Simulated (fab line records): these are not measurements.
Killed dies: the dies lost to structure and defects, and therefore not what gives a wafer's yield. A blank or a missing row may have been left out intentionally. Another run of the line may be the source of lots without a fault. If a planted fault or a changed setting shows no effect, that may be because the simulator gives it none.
fab line records	flow n5Finfet	part 1 of 2: steps 1 to 4 of 6
record lots=19	wafers=57	lastDay=19
route steps=1938 shown BEOL_M0@718 BEOL_M1@753
lots with no fault: from the same line, run without faults
startH: start of the lot's first displayed wafer, in hours after the record's first day	waitH: how many hours have passed since the lot's step before this one	" identical to the entry in the row above	L1.1+2: one row covering several wafers at once	- no value, or no start given	* or withheld: withheld	< > ~ a bound
route shown NAME@n: a module of which the file shows steps, and the number in the route of the first	usual: mean/standard deviation of fault-free wafers	same: alike in all rows	chamber/n: place in a boat	sites: the reading at each site	_std_site: standard deviation of those values	_edge_site: the outer-site mean with the inner-site mean subtracted	radiusMm: how far each site lies from the wafer's centre	mask NAME#n: copy n	behind: the most recent tool/chamber to have shaped the wafer	hold: the reason the lot was held/the length of the hold in hours/how it ended	device: names the non-switching transistor (n, p or np)	end of line: the route-end tests of the same wafers	a step without rows: its recipe alone	killed: dies lost to structure and defects at the first sort, not the wafer's yield	map: per-die view of a wafer (x killed, . not killed, _ where there is no die)
set.NAME: the run value of the setting; set.NAME@STEP: its run value at that earlier step	model.NAME: the simulator's own value behind a step, which no gauge read
steps of the route over a sample of lots; a table a step, a row a wafer
services: a tool's chamber out of use, with start hour (startH, from the record's first day; less than 0 if before it), hours out, and reason
## steps
# step N5_BEOL_M0_STRIP_104
# recipe chemistry=N2/H2	powerW=450	tempC=40	pressureMtorr=20	rfFrequencyHz=6e+07	overashFraction=0.3	biasPowerW=7	h2Frac=0.5	n2FlowSccm=200	h2FlowSccm=200
# usual biasPowerW=6.998/0.021	drypumpMotorCurrentA=5.5/0.36	h2FlowSccm=200.0/0.55	oesProductAu=0.82/0.084	powerW=450.0/1.4	rfVppV=59.1/1.7	showerheadPlenumPTorr=2.54/0.1	throttleValvePct=23.53/0.27
lot.wafer	tool	chamber	startH	waitH	biasPowerW	drypumpMotorCurrentA	h2FlowSccm	oesProductAu	powerW	rfHoursCounterH	rfVppV	showerheadPlenumPTorr	throttleValvePct
L076.1	rieDiel-03	1	133.52	0.0	6.987	5.3	200.4	0.92	450.8	22	58.7	2.69	23.16
L076.3	"	0	"	"	6.973	5.4	200.2	0.77	448.7	121	56.3	2.46	23.48
L076.6	"	2	"	"	7.039	5.6	200.3	0.77	450.1	-	57.7	2.46	23.76
L077.1	rieDiel-04	1	133.83	0.0	6.974	6.5	200.2	0.89	449.3	32	56.7	2.48	24.06
L077.4	"	0	"	"	6.981	5.1	199.4	0.68	450.2	-	57.0	2.48	23.51
L077.5	"	2	"	"	7.025	5.4	200.4	0.85	449.4	-	58.5	2.56	23.15
L078.1	rieDiel-03	1	137.67	0.0	6.994	5.3	200.5	0.92	451.6	24	61.6	2.68	23.19
L078.3	"	2	"	"	6.993	5.6	200.2	0.77	450.1	110	56.6	2.46	23.74
L078.5	"	3	"	"	6.983	5.5	200.2	0.81	450.4	-	57.3	2.68	23.36
L080.2	rieDiel-01	2	152.07	0.0	6.971	6.0	200.4	0.69	448.5	228	59.2	2.40	23.79
L080.5	"	2	"	"	7.013	6.0	200.7	0.69	449.7	-	57.6	2.39	23.76
L080.6	"	0	"	"	7.004	5.5	200.2	0.95	449.5	-	56.5	2.48	23.54
L081.1	rieDiel-03	0	160.31	0.0	6.994	5.4	200.0	0.78	450.0	127	60.2	2.45	23.49
L081.3	"	2	"	"	6.990	5.6	199.0	0.77	450.5	118	60.4	2.45	23.76
L081.6	"	0	"	"	6.987	5.4	200.7	0.77	448.6	-	60.0	2.45	23.47
L082.2	rieDiel-01	2	162.85	0.0	6.968	6.0	200.8	0.68	451.0	232	63.7	2.39	23.74
L082.4	"	2	"	"	6.989	6.0	200.5	0.68	447.5	-	57.4	2.39	23.78
L082.5	"	0	"	"	7.002	5.5	200.6	0.94	452.6	-	59.7	2.48	23.57
L083.1	rieDiel-03	2	167.99	0.0	6.974	5.6	199.8	0.75	451.3	120	57.7	2.45	23.74
L083.4	"	3	"	"	6.986	5.5	199.4	0.81	450.3	87	58.1	2.68	23.37
L083.5	"	3	"	"	7.014	5.5	199.5	0.80	450.5	-	58.1	2.68	23.39
L085.1	rieDiel-03	2	184.04	0.0	7.010	5.6	199.5	0.74	447.7	125	60.1	2.45	23.81
L085.4	"	1	"	"	6.952	5.3	200.1	0.89	449.7	37	58.9	2.68	23.22
L085.5	"	3	"	"	7.033	5.5	199.1	0.79	451.0	-	59.5	2.67	23.40
L086.1	rieDiel-01	3	187.97	0.0	7.004	4.9	199.9	0.91	450.2	33	59.2	2.57	23.22
L086.2	"	1	"	"	6.974	5.3	201.3	0.95	451.8	4	59.0	2.61	23.41
L086.4	"	2	"	"	7.003	6.0	199.8	0.68	449.9	244	58.0	2.39	23.76
L088.2	rieDiel-03	3	200.08	0.0	7.005	5.4	200.1	0.79	444.4	96	61.8	2.67	23.42
L088.3	"	0	"	"	7.021	5.3	200.1	0.76	451.1	138	60.1	2.45	23.51
L088.5	"	0	"	"	7.007	5.4	199.8	0.76	449.3	-	56.3	2.45	23.49
L089.1	rieDiel-03	3	226.52	0.0	6.971	5.4	199.6	0.79	449.3	103	61.2	2.67	23.39
L089.3	"	1	"	"	6.998	5.3	200.1	0.87	450.6	49	60.6	2.67	23.25
L089.4	"	0	"	"	6.984	5.4	200.8	0.75	449.3	145	59.7	2.44	23.50
L090.4	rieDiel-03	2	229.21	0.0	6.952	5.6	199.9	0.74	448.9	138	58.7	2.45	23.81
L090.5	"	3	"	"	7.019	5.4	200.3	0.78	450.2	-	58.0	2.67	23.41
L090.6	"	0	"	"	6.966	5.3	200.0	0.75	449.3	-	59.9	2.45	23.52
L091.1	rieDiel-04	2	229.26	0.0	7.023	5.4	200.4	0.80	452.4	109	60.6	2.55	23.19
L091.2	"	3	"	"	6.961	5.9	199.5	0.91	449.3	24	63.2	2.70	23.85
L091.4	"	0	"	"	7.025	5.2	199.2	0.93	450.1	3	58.0	2.48	23.25
L093.2	rieDiel-01	2	233.48	0.0	6.992	6.0	199.1	0.99	450.1	2	60.8	2.70	23.80
L093.3	"	1	"	"	7.007	5.2	200.1	0.88	449.5	21	58.8	2.61	23.47
L093.5	"	2	"	"	7.012	5.9	199.5	0.99	447.9	-	58.1	2.70	23.80
L095.1	rieDiel-04	2	234.23	0.0	6.992	5.4	200.1	0.81	449.9	110	57.4	2.55	23.16
L095.3	"	0	"	"	6.989	5.1	200.3	0.94	449.4	4	61.0	2.47	23.21
L095.5	"	2	"	"	7.014	5.4	199.9	0.80	449.7	-	58.2	2.55	23.16
L092.4	rieDiel-03	0	234.25	0.0	6.985	5.3	199.9	0.75	449.3	148	58.7	2.44	23.51
L092.5	"	2	"	"	7.018	5.6	199.1	0.74	452.9	-	56.2	2.45	23.82
L092.6	"	3	"	"	7.013	5.5	200.0	0.80	449.8	-	60.9	2.67	23.40
L094.1	rieDiel-03	2	236.66	0.0	7.047	5.6	200.0	0.74	450.6	140	58.1	2.44	23.83
L094.2	"	1	"	"	6.986	5.3	198.9	0.87	449.8	52	57.9	2.67	23.23
L094.3	"	3	"	"	6.996	5.5	201.4	0.77	449.8	106	57.4	2.67	23.41
L096.1	rieDiel-01	1	250.56	0.0	7.009	5.2	200.5	0.88	453.6	27	58.1	2.60	23.48
L096.5	"	1	"	"	6.999	5.2	200.1	0.88	451.9	-	58.1	2.60	23.43
L096.6	"	0	"	"	6.963	5.5	200.3	0.86	448.3	-	60.9	2.47	23.63
L097.1	rieDiel-01	1	258.08	0.0	6.986	5.2	200.1	0.87	450.4	30	61.1	2.60	23.42
L097.3	"	3	"	"	7.018	4.9	200.9	0.86	448.0	57	59.7	2.56	23.25
L097.5	"	2	"	"	7.013	5.9	201.0	0.96	448.4	-	62.1	2.70	23.81
# step N5_BEOL_M0_TRENCH_ETCH_107
# recipe chemistry=C4F6/O2	targetDepthA=328	target=SiOC	timeS=16.4	ionEnergyEv=250	pressureMtorr=30	sourceW=355	biasW=185	Ar_flow_sccm=300	C4F6_flow_sccm=10	O2_flow_sccm=10
# usual drypumpMotorCurrentA=5.6/0.45	oes_ar_750_au=0.82/0.091	oesProductAu=0.82/0.096	rfVppV=662/11	showerheadPlenumPTorr=2.85/0.099	throttleValvePct=20.85/0.22
lot.wafer	tool	chamber	startH	waitH	drypumpMotorCurrentA	oes_ar_750_au	oesProductAu	rfHoursCounterH	rfVppV	showerheadPlenumPTorr	throttleValvePct
L076.1	rieDiel-04	1	133.69	0.0	6.5	0.89	0.89	32	674	2.80	21.15
L076.3	"	2	"	"	5.4	0.81	0.83	75	663	2.89	20.55
L076.6	"	2	"	"	5.4	0.82	0.84	-	665	2.89	20.54
L077.1	rieDiel-01	1	134.01	0.0	5.2	0.70	0.69	241	664	2.92	20.96
L077.4	"	1	"	"	5.2	0.70	0.69	-	663	2.92	20.95
L077.5	"	2	"	"	5.9	0.71	0.69	-	640	2.71	20.99
L078.1	rieDiel-01	3	137.84	0.0	5.0	0.95	0.95	13	659	2.90	20.59
L078.3	"	1	"	"	5.2	0.70	0.69	242	666	2.92	20.96
L078.5	"	1	"	"	5.2	0.69	0.70	-	666	2.92	20.95
L080.2	rieDiel-04	1	152.56	0.0	6.5	0.89	0.88	40	672	2.79	21.16
L080.5	"	2	"	"	5.5	0.81	0.82	-	663	2.88	20.59
L080.6	"	1	"	"	6.5	0.87	0.89	-	672	2.79	21.13
L081.1	rieDiel-01	3	160.48	0.0	4.9	0.93	0.93	22	659	2.90	20.61
L081.3	"	0	"	"	5.5	0.91	0.94	6	674	2.81	20.80
L081.6	"	0	"	"	5.5	0.92	0.93	-	673	2.81	20.80
L082.2	rieDiel-01	0	163.34	0.0	5.5	0.91	0.94	7	672	2.81	20.80
L082.4	"	0	"	"	5.5	0.91	0.92	-	673	2.81	20.81
L082.5	"	2	"	"	6.0	0.70	0.69	-	641	2.70	20.99
L083.1	rieDiel-04	0	168.16	0.0	5.1	0.69	0.67	261	662	2.81	21.24
L083.4	"	1	"	"	6.5	0.87	0.88	46	673	2.79	21.16
L083.5	"	0	"	"	5.1	0.68	0.67	-	663	2.81	21.25
L085.1	rieDiel-04	1	184.27	0.0	6.5	0.86	0.87	53	673	2.79	21.19
L085.4	"	3	"	"	5.8	0.94	0.94	-	652	3.01	20.82
L085.5	"	1	"	"	6.5	0.87	0.86	-	673	2.79	21.15
L086.1	rieDiel-04	2	188.65	0.0	5.4	0.79	0.82	98	664	2.88	20.59
L086.2	"	1	"	"	6.5	0.86	0.86	55	672	2.79	21.17
L086.4	"	1	"	"	6.5	0.86	0.87	-	673	2.79	21.17
L088.2	rieDiel-01	1	200.24	0.0	5.2	0.91	0.93	9	665	2.91	20.63
L088.3	"	2	"	"	5.9	0.69	0.68	248	642	2.69	21.03
L088.5	"	1	"	"	5.2	0.92	0.92	-	665	2.91	20.65
L089.1	rieDiel-04	3	227.02	0.0	5.9	0.90	0.90	24	651	3.01	20.84
L089.3	"	2	"	"	5.5	0.78	0.79	109	664	2.87	20.62
L089.4	"	0	"	"	5.1	0.94	0.95	3	661	2.81	20.87
L090.4	rieDiel-04	0	229.38	0.0	5.1	0.94	0.94	3	663	2.81	20.87
L090.5	"	0	"	"	5.1	0.94	0.94	-	664	2.81	20.88
L090.6	"	1	"	"	6.5	0.85	0.84	-	673	2.78	21.19
L091.1	rieDiel-01	0	229.46	0.0	5.5	0.85	0.86	33	674	2.80	20.84
L091.2	"	2	"	"	6.0	1.01	1.00	1	652	3.03	20.79
L091.4	"	1	"	"	5.2	0.89	0.89	20	664	2.91	20.67
L093.2	rieDiel-03	0	233.65	0.0	5.4	0.75	0.75	147	685	2.74	20.87
L093.3	"	1	"	"	5.3	0.87	0.88	51	662	3.02	20.55
L093.5	"	0	"	"	5.3	0.75	0.75	-	686	2.74	20.86
L095.1	rieDiel-03	1	234.40	0.0	5.3	0.88	0.87	52	663	3.02	20.57
L095.3	"	2	"	"	5.6	0.76	0.75	139	653	2.74	21.01
L095.5	"	3	"	"	5.5	0.77	0.77	-	652	2.97	20.66
L092.4	rieDiel-04	2	234.44	0.0	5.4	0.78	0.79	111	664	2.87	20.62
L092.5	"	3	"	"	5.8	0.91	0.90	-	651	3.01	20.84
L092.6	"	0	"	"	5.1	0.94	0.94	-	662	2.81	20.88
L094.1	rieDiel-03	3	236.86	0.0	5.4	0.77	0.77	106	652	2.97	20.65
L094.2	"	1	"	"	5.4	0.87	0.88	52	663	3.02	20.56
L094.3	"	0	"	"	5.4	0.75	0.76	149	686	2.74	20.86
L096.1	rieDiel-03	3	250.75	0.0	5.5	0.77	0.75	111	650	2.97	20.65
L096.5	"	0	"	"	5.4	0.74	0.75	-	687	2.73	20.86
L096.6	"	3	"	"	5.5	0.77	0.76	-	651	2.97	20.66
L097.1	rieDiel-03	3	258.60	0.0	5.5	0.76	0.76	114	652	2.97	20.66
L097.3	"	0	"	"	5.4	0.75	0.75	156	685	2.73	20.88
L097.5	"	3	"	"	5.5	0.76	0.75	-	652	2.97	20.66
# step N5_BEOL_M1_PECVD_72
# recipe material=SiO2	targetThkA=160	tempC=400	precursor=TEOS/O2	pressureTorr=5.5	rfW=450	teosFlowSccm=53.8	gas=O2	flowSccm=3000	timeS=18
# usual heaterPowerW=718/110	showerheadPlenumPTorr=8.78/0.071	throttleValvePct=22.0/0.61
lot.wafer	tool	chamber	startH	waitH	heaterPowerW	showerheadPlenumPTorr	throttleValvePct
L076.1	pecvd-02	2	136.51	0.0	867	8.82	21.1
L076.3	"	1	"	"	678	8.78	21.8
L076.6	"	2	"	"	893	8.81	21.5
L077.1	pecvd-04	1	136.72	0.0	651	8.75	22.9
L077.4	"	2	"	"	614	8.86	21.2
L077.5	"	1	"	"	663	8.76	23.0
L078.1	pecvd-03	2	140.64	0.0	727	8.60	21.3
L078.3	"	1	"	"	824	8.76	22.2
L078.5	"	1	"	"	793	8.78	22.2
L080.2	pecvd-04	0	156.34	0.0	564	8.86	23.0
L080.5	"	1	"	"	582	8.75	22.9
L080.6	"	2	"	"	720	8.88	21.2
L081.1	pecvd-02	0	164.21	0.0	806	8.78	22.4
L081.3	"	1	"	"	696	8.78	21.6
L081.6	"	0	"	"	812	8.79	22.3
L082.2	pecvd-02	1	167.19	0.0	669	8.79	22.0
L082.4	"	2	"	"	804	8.83	21.3
L082.5	"	1	"	"	689	8.78	21.7
L083.1	pecvd-04	2	171.06	0.0	613	8.84	21.5
L083.4	"	1	"	"	673	8.75	22.8
L083.5	"	2	"	"	613	8.85	21.6
L085.1	pecvd-02	1	189.26	0.0	695	8.78	21.8
L085.4	"	1	"	"	710	8.80	22.1
L085.5	"	2	"	"	739	8.81	21.4
L086.1	pecvd-04	0	193.63	0.0	477	8.88	23.3
L086.2	"	1	"	"	632	8.76	22.7
L086.4	"	1	"	"	632	8.75	23.0
L088.2	pecvd-03	1	203.01	0.0	853	8.78	22.0
L088.3	"	0	"	"	705	8.72	21.8
L088.5	"	2	"	"	728	8.62	21.7
L089.1	pecvd-03	1	232.10	0.0	849	8.77	22.1
L089.3	"	2	"	"	818	8.63	21.8
L089.4	"	0	"	"	663	8.71	21.7
L090.4	pecvd-02	1	233.73	0.1	710	8.81	21.9
L090.5	"	2	"	"	876	8.84	21.7
L090.6	"	0	"	"	779	8.77	22.5
L091.1	pecvd-02	1	234.25	0.0	637	8.77	22.1
L091.2	"	2	"	"	894	8.81	21.6
L091.4	"	2	"	"	898	8.82	21.5
L093.2	pecvd-03	1	236.81	0.0	895	8.78	22.0
L093.3	"	0	"	"	667	8.72	21.5
L093.5	"	0	"	"	671	8.72	21.8
L095.1	pecvd-03	0	238.57	0.0	670	8.72	21.6
L095.3	"	2	"	"	784	8.62	21.8
L095.5	"	2	"	"	775	8.63	21.9
L092.4	pecvd-04	2	238.69	0.1	688	8.85	21.4
L092.5	"	0	"	"	537	8.89	23.1
L092.6	"	1	"	"	591	8.78	23.0
L094.1	pecvd-04	2	240.97	0.0	662	8.84	21.7
L094.2	"	1	"	"	674	8.75	22.9
L094.3	"	0	"	"	568	8.90	23.3
L096.1	pecvd-02	1	255.03	0.0	678	8.78	21.9
L096.5	"	2	"	"	931	8.81	21.6
L096.6	"	1	"	"	704	8.79	21.8
L097.1	pecvd-04	0	262.82	0.0	564	8.90	23.6
L097.3	"	2	"	"	707	8.87	21.8
L097.5	"	2	"	"	721	8.86	21.7
# step N5_BEOL_M1_INSPECT_13
# recipe mode=adi	inspectInstrument=brightfield
# usual rawDefectCount=438/110
lot.wafer	tool	chamber	startH	waitH	rawDefectCount
L076.1	defectInspect-02	-	137.49	0.1	472
L076.3	"	-	"	"	323
L076.6	"	-	"	"	488
L077.1	defectInspect-01	-	137.65	0.1	440
L077.4	"	-	"	"	392
L077.5	"	-	"	"	426
L078.1	defectInspect-01	-	141.44	0.1	412
L078.3	"	-	"	"	331
L078.5	"	-	"	"	456
L080.2	defectInspect-01	-	160.63	0.0	435
L080.5	"	-	"	"	253
L080.6	"	-	"	"	423
L081.1	defectInspect-02	-	165.45	0.1	315
L081.3	"	-	"	"	337
L081.6	"	-	"	"	364
L082.2	defectInspect-02	-	169.31	0.0	433
L082.4	"	-	"	"	281
L082.5	"	-	"	"	369
L083.1	defectInspect-02	-	172.52	0.1	300
L083.4	"	-	"	"	465
L083.5	"	-	"	"	391
L085.1	defectInspect-01	-	191.57	0.1	322
L085.4	"	-	"	"	395
L085.5	"	-	"	"	456
L086.1	defectInspect-02	-	197.88	0.1	323
L086.2	"	-	"	"	269
L086.4	"	-	"	"	363
L088.2	defectInspect-02	-	204.63	0.0	453
L088.3	"	-	"	"	317
L088.5	"	-	"	"	470
L089.1	defectInspect-01	-	233.84	0.1	493
L089.3	"	-	"	"	505
L089.4	"	-	"	"	622
L090.4	defectInspect-02	-	234.84	0.0	312
L090.5	"	-	"	"	362
L090.6	"	-	"	"	322
L091.1	defectInspect-02	-	235.08	0.1	448
L091.2	"	-	"	"	505
L091.4	"	-	"	"	402
L093.2	defectInspect-01	-	237.80	0.0	679
L093.3	"	-	"	"	950
L093.5	"	-	"	"	559
L095.1	defectInspect-01	-	240.40	0.1	476
L095.3	"	-	"	"	396
L095.5	"	-	"	"	492
L092.4	defectInspect-02	-	240.60	0.0	428
L092.5	"	-	"	"	507
L092.6	"	-	"	"	312
L094.1	defectInspect-02	-	243.69	0.1	514
L094.2	"	-	"	"	459
L094.3	"	-	"	"	474
L096.1	defectInspect-01	-	256.24	0.1	569
L096.5	"	-	"	"	403
L096.6	"	-	"	"	389
L097.1	defectInspect-01	-	267.62	0.1	459
L097.3	"	-	"	"	414
L097.5	"	-	"	"	392
